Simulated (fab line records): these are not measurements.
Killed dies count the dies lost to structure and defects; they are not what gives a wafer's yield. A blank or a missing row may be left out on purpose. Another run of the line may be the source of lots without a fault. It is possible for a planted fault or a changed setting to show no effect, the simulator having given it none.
Which tool did it? || flow n5_finfet || 60 wafers from 20 lots sampled at 4 of the route's 1938 steps

== WHAT THE GAUGES READ, wafer by wafer ==
N5_BEOL_M0_SAQP_OVL_MEAS_41.
{"lot": "L074", "measured": "day 5 16:53", "on": "overlay-01", "M0_CUT1_OVL (nm)": "-0.2 -0.2 -0.3"}
{"lot": "L075", "measured": "day 5 20:19", "on": "overlay-02", "M0_CUT1_OVL (nm)": "-0.6 0.7 0.4"}
{"lot": "L076", "measured": "day 6 06:36", "on": "overlay-02", "M0_CUT1_OVL (nm)": "2.5 1.5 0.8"}
{"lot": "L077", "measured": "day 6 11:31", "on": "overlay-01", "M0_CUT1_OVL (nm)": "-0.9 0.7 0.3"}
{"lot": "L078", "measured": "day 6 12:56", "on": "overlay-02", "M0_CUT1_OVL (nm)": "0.7 -0.2 1.4"}
{"lot": "L079", "measured": "day 6 23:36", "on": "overlay-02", "M0_CUT1_OVL (nm)": "-0.5 -0.4 0.6"}
{"lot": "L080", "measured": "day 7 05:47", "on": "overlay-02", "M0_CUT1_OVL (nm)": "1.1 1.1 1.1"}
{"lot": "L081", "measured": "day 7 09:44", "on": "overlay-01", "M0_CUT1_OVL (nm)": "0.5 1.0 0.6"}
{"lot": "L082", "measured": "day 7 19:24", "on": "overlay-02", "M0_CUT1_OVL (nm)": "2.2 1.6 0.6"}
{"lot": "L083", "measured": "day 8 01:56", "on": "overlay-01", "M0_CUT1_OVL (nm)": "0.7 0.3 0.4"}
{"lot": "L084", "measured": "day 8 07:20", "on": "overlay-01", "M0_CUT1_OVL (nm)": "-0.2 0.3 -0.1"}
{"lot": "L085", "measured": "day 8 12:02", "on": "overlay-02", "M0_CUT1_OVL (nm)": "0.8 1.6 2.0"}
{"lot": "L086", "measured": "day 8 17:13", "on": "overlay-02", "M0_CUT1_OVL (nm)": "-1.1 0.2 0.0"}
{"lot": "L087", "measured": "day 8 23:22", "on": "overlay-01", "M0_CUT1_OVL (nm)": "0.8 0.3 0.4"}
{"lot": "L088", "measured": "day 9 02:29", "on": "overlay-02", "M0_CUT1_OVL (nm)": "-0.8 -0.7 0.4"}
{"lot": "L091", "measured": "day 9 23:44", "on": "overlay-02", "M0_CUT1_OVL (nm)": "-0.5 -0.9 -0.1"}
{"lot": "L094", "measured": "day 10 14:26", "on": "overlay-02", "M0_CUT1_OVL (nm)": "0.2 0.0 0.0"}
{"lot": "L095", "measured": "day 10 20:43", "on": "overlay-02", "M0_CUT1_OVL (nm)": "0.5 0.4 0.1"}
{"lot": "L096", "measured": "day 11 05:53", "on": "overlay-01", "M0_CUT1_OVL (nm)": "1.3 1.0 1.2"}
{"lot": "L097", "measured": "day 11 10:46", "on": "overlay-02", "M0_CUT1_OVL (nm)": "0.0 0.3 -0.4"}

N5_BEOL_M0_CUTY_CD_MEAS_57: target cd 200 nm.
{"lot": "L074", "measured": "day 5 18:55", "on": "cd_sem-03", "cd_nm (nm)": "199.1 199.3 200.1"}
{"lot": "L075", "measured": "day 5 21:44", "on": "cd_sem-02", "cd_nm (nm)": "199.9 198.0 198.8"}
{"lot": "L076", "measured": "day 6 08:01", "on": "cd_sem-01", "cd_nm (nm)": "201.1 201.6 201.1"}
{"lot": "L077", "measured": "day 6 13:00", "on": "cd_sem-01", "cd_nm (nm)": "199.8 200.1 200.6"}
{"lot": "L078", "measured": "day 6 14:20", "on": "cd_sem-02", "cd_nm (nm)": "200.5 201.0 200.5"}
{"lot": "L079", "measured": "day 7 01:00", "on": "cd_sem-03", "cd_nm (nm)": "197.6 198.3 197.6"}
{"lot": "L080", "measured": "day 7 07:23", "on": "cd_sem-03", "cd_nm (nm)": "200.7 200.3 201.1"}
{"lot": "L081", "measured": "day 7 11:47", "on": "cd_sem-03", "cd_nm (nm)": "199.3 199.2 199.1"}
{"lot": "L082", "measured": "day 7 20:53", "on": "cd_sem-02", "cd_nm (nm)": "200.4 200.5 200.1"}
{"lot": "L083", "measured": "day 8 03:22", "on": "cd_sem-03", "cd_nm (nm)": "201.2 200.3 200.1"}
{"lot": "L084", "measured": "day 8 08:37", "on": "cd_sem-03", "cd_nm (nm)": "199.6 199.8 200.3"}
{"lot": "L085", "measured": "day 8 14:10", "on": "cd_sem-01", "cd_nm (nm)": "200.2 200.5 200.3"}
{"lot": "L086", "measured": "day 8 18:47", "on": "cd_sem-01", "cd_nm (nm)": "201.0 200.1 201.2"}
{"lot": "L087", "measured": "day 9 02:20", "on": "cd_sem-03", "cd_nm (nm)": "199.1 198.7 197.6"}
{"lot": "L088", "measured": "day 9 04:40", "on": "cd_sem-03", "cd_nm (nm)": "198.3 197.4 197.8"}
{"lot": "L091", "measured": "day 10 01:16", "on": "cd_sem-02", "cd_nm (nm)": "200.6 199.7 199.1"}
{"lot": "L094", "measured": "day 10 15:51", "on": "cd_sem-01", "cd_nm (nm)": "200.9 200.3 199.9"}
{"lot": "L095", "measured": "day 10 22:25", "on": "cd_sem-01", "cd_nm (nm)": "200.7 200.2 199.7"}
{"lot": "L096", "measured": "day 11 07:15", "on": "cd_sem-01", "cd_nm (nm)": "199.8 200.0 199.2"}
{"lot": "L097", "measured": "day 11 12:13", "on": "cd_sem-02", "cd_nm (nm)": "200.8 201.3 201.3"}

== WHICH TOOL RAN EACH LOT (tool, then ch and the chambers of the sampled wafers, then the start) ==
{"lot": "L074", "N5_BEOL_M0_SAQP_DESCUM_45": "rie_diel-02 ch 0,2,3, day 5 17:12", "N5_BEOL_M0_SAQP_CUT_ETCH_46": "rie_diel-02 ch 0,2,3, day 5 17:17"}
{"lot": "L075", "N5_BEOL_M0_SAQP_DESCUM_45": "rie_diel-02 ch 0,1,2, day 5 20:25", "N5_BEOL_M0_SAQP_CUT_ETCH_46": "rie_diel-02 ch 0,1,2, day 5 20:29"}
{"lot": "L076", "N5_BEOL_M0_SAQP_DESCUM_45": "rie_diel-05 ch 0,1,3, day 6 06:43", "N5_BEOL_M0_SAQP_CUT_ETCH_46": "rie_diel-05 ch 0,1,3, day 6 06:47"}
{"lot": "L077", "N5_BEOL_M0_SAQP_DESCUM_45": "rie_diel-05 ch 0,3, day 6 11:41", "N5_BEOL_M0_SAQP_CUT_ETCH_46": "rie_diel-05 ch 0,3, day 6 11:46"}
{"lot": "L078", "N5_BEOL_M0_SAQP_DESCUM_45": "rie_diel-02 ch 0,2, day 6 13:02", "N5_BEOL_M0_SAQP_CUT_ETCH_46": "rie_diel-02 ch 0,2, day 6 13:07"}
{"lot": "L079", "N5_BEOL_M0_SAQP_DESCUM_45": "rie_diel-06 ch 0,1,3, day 6 23:41", "N5_BEOL_M0_SAQP_CUT_ETCH_46": "rie_diel-06 ch 0,1,3, day 6 23:47"}
{"lot": "L080", "N5_BEOL_M0_SAQP_DESCUM_45": "rie_diel-06 ch 0,2,3, day 7 05:56", "N5_BEOL_M0_SAQP_CUT_ETCH_46": "rie_diel-06 ch 0,2,3, day 7 06:01"}
{"lot": "L081", "N5_BEOL_M0_SAQP_DESCUM_45": "rie_diel-06 ch 0,3, day 7 10:29", "N5_BEOL_M0_SAQP_CUT_ETCH_46": "rie_diel-06 ch 0,3, day 7 10:34"}
{"lot": "L082", "N5_BEOL_M0_SAQP_DESCUM_45": "rie_diel-05 ch 2,3, day 7 19:31", "N5_BEOL_M0_SAQP_CUT_ETCH_46": "rie_diel-05 ch 2,3, day 7 19:35"}
{"lot": "L083", "N5_BEOL_M0_SAQP_DESCUM_45": "rie_diel-02 ch 0,1,2, day 8 02:02", "N5_BEOL_M0_SAQP_CUT_ETCH_46": "rie_diel-02 ch 0,1,2, day 8 02:07"}
{"lot": "L084", "N5_BEOL_M0_SAQP_DESCUM_45": "rie_diel-02 ch 0,2,3, day 8 07:26", "N5_BEOL_M0_SAQP_CUT_ETCH_46": "rie_diel-02 ch 0,2,3, day 8 07:31"}
{"lot": "L085", "N5_BEOL_M0_SAQP_DESCUM_45": "rie_diel-05 ch 0,2,3, day 8 12:07", "N5_BEOL_M0_SAQP_CUT_ETCH_46": "rie_diel-05 ch 0,2,3, day 8 12:13"}
{"lot": "L086", "N5_BEOL_M0_SAQP_DESCUM_45": "rie_diel-02 ch 1,2,3, day 8 17:22", "N5_BEOL_M0_SAQP_CUT_ETCH_46": "rie_diel-02 ch 1,2,3, day 8 17:26"}
{"lot": "L087", "N5_BEOL_M0_SAQP_DESCUM_45": "rie_diel-02 ch 0,1,2, day 8 23:27", "N5_BEOL_M0_SAQP_CUT_ETCH_46": "rie_diel-02 ch 0,1,2, day 8 23:32"}
{"lot": "L088", "N5_BEOL_M0_SAQP_DESCUM_45": "rie_diel-06 ch 0,3, day 9 02:37", "N5_BEOL_M0_SAQP_CUT_ETCH_46": "rie_diel-06 ch 0,3, day 9 02:42"}
{"lot": "L091", "N5_BEOL_M0_SAQP_DESCUM_45": "rie_diel-06 ch 0,1,3, day 9 23:50", "N5_BEOL_M0_SAQP_CUT_ETCH_46": "rie_diel-06 ch 0,1,3, day 9 23:55"}
{"lot": "L094", "N5_BEOL_M0_SAQP_DESCUM_45": "rie_diel-02 ch 0,1, day 10 14:32", "N5_BEOL_M0_SAQP_CUT_ETCH_46": "rie_diel-02 ch 0,1, day 10 14:37"}
{"lot": "L095", "N5_BEOL_M0_SAQP_DESCUM_45": "rie_diel-05 ch 0,2,3, day 10 20:49", "N5_BEOL_M0_SAQP_CUT_ETCH_46": "rie_diel-05 ch 0,2,3, day 10 20:53"}
{"lot": "L096", "N5_BEOL_M0_SAQP_DESCUM_45": "rie_diel-05 ch 0,1,2, day 11 05:59", "N5_BEOL_M0_SAQP_CUT_ETCH_46": "rie_diel-05 ch 0,1,2, day 11 06:04"}
{"lot": "L097", "N5_BEOL_M0_SAQP_DESCUM_45": "rie_diel-06 ch 0,2,3, day 11 10:52", "N5_BEOL_M0_SAQP_CUT_ETCH_46": "rie_diel-06 ch 0,2,3, day 11 10:56"}
- N5_BEOL_M0_SAQP_DESCUM_45: chemistry O2, time 7 s.
- N5_BEOL_M0_SAQP_CUT_ETCH_46: etches SOC in N2/H2, target depth 135 nm, overetch 27 nm, time 202.5 s.

== AS READ BY THE TOOLS THEMSELVES (means over the sampled wafers that have a number; for cases with no such wafer, the mark the record gives instead) ==
N5_BEOL_M0_SAQP_DESCUM_45.
{"lot": "L074", "tool": "rie_diel-02", "chamber_pressure_mTorr (mTorr)": 19.990, "drypump_motor_current_A (A)": 5.9, "oes_product_au (a.u.)": 0.74, "rf_vpp_V (V)": 243.7, "showerhead_plenum_p_Torr (Torr)": 2.06, "throttle_valve_pct (%)": 20.53}
{"lot": "L075", "tool": "rie_diel-02", "chamber_pressure_mTorr (mTorr)": 20.012, "drypump_motor_current_A (A)": 5.7, "oes_product_au (a.u.)": 0.75, "rf_vpp_V (V)": 243.7, "showerhead_plenum_p_Torr (Torr)": 2.12, "throttle_valve_pct (%)": 20.47}
{"lot": "L076", "tool": "rie_diel-05", "chamber_pressure_mTorr (mTorr)": 20.017, "drypump_motor_current_A (A)": 6.1, "oes_product_au (a.u.)": 0.78, "rf_vpp_V (V)": 243.9, "showerhead_plenum_p_Torr (Torr)": 2.10, "throttle_valve_pct (%)": 20.62}
{"lot": "L077", "tool": "rie_diel-05", "chamber_pressure_mTorr (mTorr)": 20.000, "drypump_motor_current_A (A)": 5.8, "oes_product_au (a.u.)": 0.76, "rf_vpp_V (V)": 245.0, "showerhead_plenum_p_Torr (Torr)": 2.18, "throttle_valve_pct (%)": 20.59}
{"lot": "L078", "tool": "rie_diel-02", "chamber_pressure_mTorr (mTorr)": 20.011, "drypump_motor_current_A (A)": 5.6, "oes_product_au (a.u.)": 0.76, "rf_vpp_V (V)": 243.2, "showerhead_plenum_p_Torr (Torr)": 2.13, "throttle_valve_pct (%)": 20.58}
{"lot": "L079", "tool": "rie_diel-06", "chamber_pressure_mTorr (mTorr)": 20.004, "drypump_motor_current_A (A)": 5.3, "oes_product_au (a.u.)": 0.77, "rf_vpp_V (V)": 244.1, "showerhead_plenum_p_Torr (Torr)": 2.12, "throttle_valve_pct (%)": 20.56}
{"lot": "L080", "tool": "rie_diel-06", "chamber_pressure_mTorr (mTorr)": 19.994, "drypump_motor_current_A (A)": 5.5, "oes_product_au (a.u.)": 0.77, "rf_vpp_V (V)": 243.3, "showerhead_plenum_p_Torr (Torr)": 2.14, "throttle_valve_pct (%)": 20.58}
{"lot": "L081", "tool": "rie_diel-06", "chamber_pressure_mTorr (mTorr)": 20.003, "drypump_motor_current_A (A)": 5.2, "oes_product_au (a.u.)": 0.84, "rf_vpp_V (V)": 243.3, "showerhead_plenum_p_Torr (Torr)": 2.14, "throttle_valve_pct (%)": 20.52}
{"lot": "L082", "tool": "rie_diel-05", "chamber_pressure_mTorr (mTorr)": 19.998, "drypump_motor_current_A (A)": 6.3, "oes_product_au (a.u.)": 0.73, "rf_vpp_V (V)": 243.8, "showerhead_plenum_p_Torr (Torr)": 2.16, "throttle_valve_pct (%)": 20.59}
{"lot": "L083", "tool": "rie_diel-02", "chamber_pressure_mTorr (mTorr)": 20.002, "drypump_motor_current_A (A)": 5.7, "oes_product_au (a.u.)": 0.74, "rf_vpp_V (V)": 243.7, "showerhead_plenum_p_Torr (Torr)": 2.12, "throttle_valve_pct (%)": 20.50}
{"lot": "L084", "tool": "rie_diel-02", "chamber_pressure_mTorr (mTorr)": 20.019, "drypump_motor_current_A (A)": 5.9, "oes_product_au (a.u.)": 0.83, "rf_vpp_V (V)": 243.9, "showerhead_plenum_p_Torr (Torr)": 2.14, "throttle_valve_pct (%)": 20.45}
{"lot": "L085", "tool": "rie_diel-05", "chamber_pressure_mTorr (mTorr)": 20.013, "drypump_motor_current_A (A)": 6.1, "oes_product_au (a.u.)": 0.74, "rf_vpp_V (V)": 244.0, "showerhead_plenum_p_Torr (Torr)": 2.17, "throttle_valve_pct (%)": 20.61}
{"lot": "L086", "tool": "rie_diel-02", "chamber_pressure_mTorr (mTorr)": 19.987, "drypump_motor_current_A (A)": 5.7, "oes_product_au (a.u.)": 0.82, "rf_vpp_V (V)": 244.3, "showerhead_plenum_p_Torr (Torr)": 2.20, "throttle_valve_pct (%)": 20.37}
{"lot": "L087", "tool": "rie_diel-02", "chamber_pressure_mTorr (mTorr)": 20.006, "drypump_motor_current_A (A)": 5.7, "oes_product_au (a.u.)": 0.75, "rf_vpp_V (V)": 242.3, "showerhead_plenum_p_Torr (Torr)": 2.12, "throttle_valve_pct (%)": 20.51}
{"lot": "L088", "tool": "rie_diel-06", "chamber_pressure_mTorr (mTorr)": 20.004, "drypump_motor_current_A (A)": 5.2, "oes_product_au (a.u.)": 0.82, "rf_vpp_V (V)": 243.8, "showerhead_plenum_p_Torr (Torr)": 2.14, "throttle_valve_pct (%)": 20.54}
{"lot": "L091", "tool": "rie_diel-06", "chamber_pressure_mTorr (mTorr)": 20.004, "drypump_motor_current_A (A)": 5.3, "oes_product_au (a.u.)": 0.76, "rf_vpp_V (V)": 243.6, "showerhead_plenum_p_Torr (Torr)": 2.11, "throttle_valve_pct (%)": 20.59}
{"lot": "L094", "tool": "rie_diel-02", "chamber_pressure_mTorr (mTorr)": 19.999, "drypump_motor_current_A (A)": 6.0, "oes_product_au (a.u.)": 0.72, "rf_vpp_V (V)": 242.4, "showerhead_plenum_p_Torr (Torr)": 2.05, "throttle_valve_pct (%)": 20.52}
{"lot": "L095", "tool": "rie_diel-05", "chamber_pressure_mTorr (mTorr)": 19.987, "drypump_motor_current_A (A)": 6.1, "oes_product_au (a.u.)": 0.72, "rf_vpp_V (V)": 244.0, "showerhead_plenum_p_Torr (Torr)": 2.16, "throttle_valve_pct (%)": 20.63}
{"lot": "L096", "tool": "rie_diel-05", "chamber_pressure_mTorr (mTorr)": 20.009, "drypump_motor_current_A (A)": 5.9, "oes_product_au (a.u.)": 0.74, "rf_vpp_V (V)": 243.0, "showerhead_plenum_p_Torr (Torr)": 2.08, "throttle_valve_pct (%)": 20.57}
{"lot": "L097", "tool": "rie_diel-06", "chamber_pressure_mTorr (mTorr)": 20.000, "drypump_motor_current_A (A)": 5.5, "oes_product_au (a.u.)": 0.85, "rf_vpp_V (V)": 244.2, "showerhead_plenum_p_Torr (Torr)": 2.13, "throttle_valve_pct (%)": 20.51}

N5_BEOL_M0_SAQP_CUT_ETCH_46.
{"lot": "L074", "tool": "rie_diel-02", "bias_w (W)": 149.8, "chamber_pressure_mTorr (mTorr)": 29.99, "drypump_motor_current_A (A)": 5.9, "rf_vpp_V (V)": 522.5, "showerhead_plenum_p_Torr (Torr)": 2.49, "throttle_valve_pct (%)": 17.87}
{"lot": "L075", "tool": "rie_diel-02", "bias_w (W)": 150.0, "chamber_pressure_mTorr (mTorr)": 29.96, "drypump_motor_current_A (A)": 5.7, "rf_vpp_V (V)": 524.7, "showerhead_plenum_p_Torr (Torr)": 2.58, "throttle_valve_pct (%)": 17.87}
{"lot": "L076", "tool": "rie_diel-05", "bias_w (W)": 149.8, "chamber_pressure_mTorr (mTorr)": 30.00, "drypump_motor_current_A (A)": 6.1, "rf_vpp_V (V)": 524.2, "showerhead_plenum_p_Torr (Torr)": 2.55, "throttle_valve_pct (%)": 18.03}
{"lot": "L077", "tool": "rie_diel-05", "bias_w (W)": 150.1, "chamber_pressure_mTorr (mTorr)": 29.98, "drypump_motor_current_A (A)": 5.9, "rf_vpp_V (V)": 527.4, "showerhead_plenum_p_Torr (Torr)": 2.65, "throttle_valve_pct (%)": 17.98}
{"lot": "L078", "tool": "rie_diel-02", "bias_w (W)": 149.8, "chamber_pressure_mTorr (mTorr)": 29.97, "drypump_motor_current_A (A)": 5.6, "rf_vpp_V (V)": 524.4, "showerhead_plenum_p_Torr (Torr)": 2.58, "throttle_valve_pct (%)": 17.91}
{"lot": "L079", "tool": "rie_diel-06", "bias_w (W)": 150.0, "chamber_pressure_mTorr (mTorr)": 29.99, "drypump_motor_current_A (A)": 5.3, "rf_vpp_V (V)": 525.7, "showerhead_plenum_p_Torr (Torr)": 2.58, "throttle_valve_pct (%)": 18.04}
{"lot": "L080", "tool": "rie_diel-06", "bias_w (W)": 149.8, "chamber_pressure_mTorr (mTorr)": 30.00, "drypump_motor_current_A (A)": 5.5, "rf_vpp_V (V)": 525.5, "showerhead_plenum_p_Torr (Torr)": 2.62, "throttle_valve_pct (%)": 18.09}
{"lot": "L081", "tool": "rie_diel-06", "bias_w (W)": 149.8, "chamber_pressure_mTorr (mTorr)": 29.99, "drypump_motor_current_A (A)": 5.2, "rf_vpp_V (V)": 525.2, "showerhead_plenum_p_Torr (Torr)": 2.61, "throttle_valve_pct (%)": 18.06}
{"lot": "L082", "tool": "rie_diel-05", "bias_w (W)": 150.3, "chamber_pressure_mTorr (mTorr)": 30.00, "drypump_motor_current_A (A)": 6.3, "rf_vpp_V (V)": 527.3, "showerhead_plenum_p_Torr (Torr)": 2.63, "throttle_valve_pct (%)": 18.02}
{"lot": "L083", "tool": "rie_diel-02", "bias_w (W)": 150.1, "chamber_pressure_mTorr (mTorr)": 29.99, "drypump_motor_current_A (A)": 5.7, "rf_vpp_V (V)": 525.3, "showerhead_plenum_p_Torr (Torr)": 2.57, "throttle_valve_pct (%)": 17.91}
{"lot": "L084", "tool": "rie_diel-02", "bias_w (W)": 149.9, "chamber_pressure_mTorr (mTorr)": 30.00, "drypump_motor_current_A (A)": 5.9, "rf_vpp_V (V)": 525.1, "showerhead_plenum_p_Torr (Torr)": 2.59, "throttle_valve_pct (%)": 17.77}
{"lot": "L085", "tool": "rie_diel-05", "bias_w (W)": 150.0, "chamber_pressure_mTorr (mTorr)": 30.04, "drypump_motor_current_A (A)": 6.1, "rf_vpp_V (V)": 526.6, "showerhead_plenum_p_Torr (Torr)": 2.63, "throttle_valve_pct (%)": 18.03}
{"lot": "L086", "tool": "rie_diel-02", "bias_w (W)": 150.1, "chamber_pressure_mTorr (mTorr)": 29.98, "drypump_motor_current_A (A)": 5.7, "rf_vpp_V (V)": 527.2, "showerhead_plenum_p_Torr (Torr)": 2.66, "throttle_valve_pct (%)": 17.73}
{"lot": "L087", "tool": "rie_diel-02", "bias_w (W)": 150.0, "chamber_pressure_mTorr (mTorr)": 30.01, "drypump_motor_current_A (A)": 5.7, "rf_vpp_V (V)": 524.5, "showerhead_plenum_p_Torr (Torr)": 2.57, "throttle_valve_pct (%)": 17.92}
{"lot": "L088", "tool": "rie_diel-06", "bias_w (W)": 150.2, "chamber_pressure_mTorr (mTorr)": 30.04, "drypump_motor_current_A (A)": 5.2, "rf_vpp_V (V)": 525.5, "showerhead_plenum_p_Torr (Torr)": 2.60, "throttle_valve_pct (%)": 18.09}
{"lot": "L091", "tool": "rie_diel-06", "bias_w (W)": 149.7, "chamber_pressure_mTorr (mTorr)": 29.98, "drypump_motor_current_A (A)": 5.3, "rf_vpp_V (V)": 524.3, "showerhead_plenum_p_Torr (Torr)": 2.57, "throttle_valve_pct (%)": 18.08}
{"lot": "L094", "tool": "rie_diel-02", "bias_w (W)": 149.8, "chamber_pressure_mTorr (mTorr)": 30.02, "drypump_motor_current_A (A)": 6.0, "rf_vpp_V (V)": 521.4, "showerhead_plenum_p_Torr (Torr)": 2.49, "throttle_valve_pct (%)": 17.96}
{"lot": "L095", "tool": "rie_diel-05", "bias_w (W)": 149.8, "chamber_pressure_mTorr (mTorr)": 29.99, "drypump_motor_current_A (A)": 6.1, "rf_vpp_V (V)": 525.8, "showerhead_plenum_p_Torr (Torr)": 2.63, "throttle_valve_pct (%)": 18.04}
{"lot": "L096", "tool": "rie_diel-05", "bias_w (W)": 149.5, "chamber_pressure_mTorr (mTorr)": 29.96, "drypump_motor_current_A (A)": 5.9, "rf_vpp_V (V)": 523.5, "showerhead_plenum_p_Torr (Torr)": 2.53, "throttle_valve_pct (%)": 17.97}
{"lot": "L097", "tool": "rie_diel-06", "bias_w (W)": 149.9, "chamber_pressure_mTorr (mTorr)": 30.04, "drypump_motor_current_A (A)": 5.5, "rf_vpp_V (V)": 525.7, "showerhead_plenum_p_Torr (Torr)": 2.60, "throttle_valve_pct (%)": 18.01}

== THE ANSWER, worked out from the rows above alone ==
Rule: the lots themselves supply what counts as usual. Put in order of their means at a reading, lots are off if they are a third of the lots or fewer, leave a main group of 4 or more, and stand apart from it by a gap of 3 or more times the standard deviation of the main group's means; of several such gaps the widest counts. Not used: any main group whose means are identical at the precision the tables above print for the reading. A lot without any number at a reading at which 4 lots or more have one is off too. Where the step has rows for the other lots, those lots are counted as sound. The gauges are gone through in route order, then the tools' own readings, and for those a lot's mean is taken as printed above. At the first step where some lot is off, the reading lying furthest off is the one used; lots without a number count as furthest.
No lot is off at any reading shown: from this, nothing can be told.

== WHAT WAS PUT IN BY THE SIMULATOR ==
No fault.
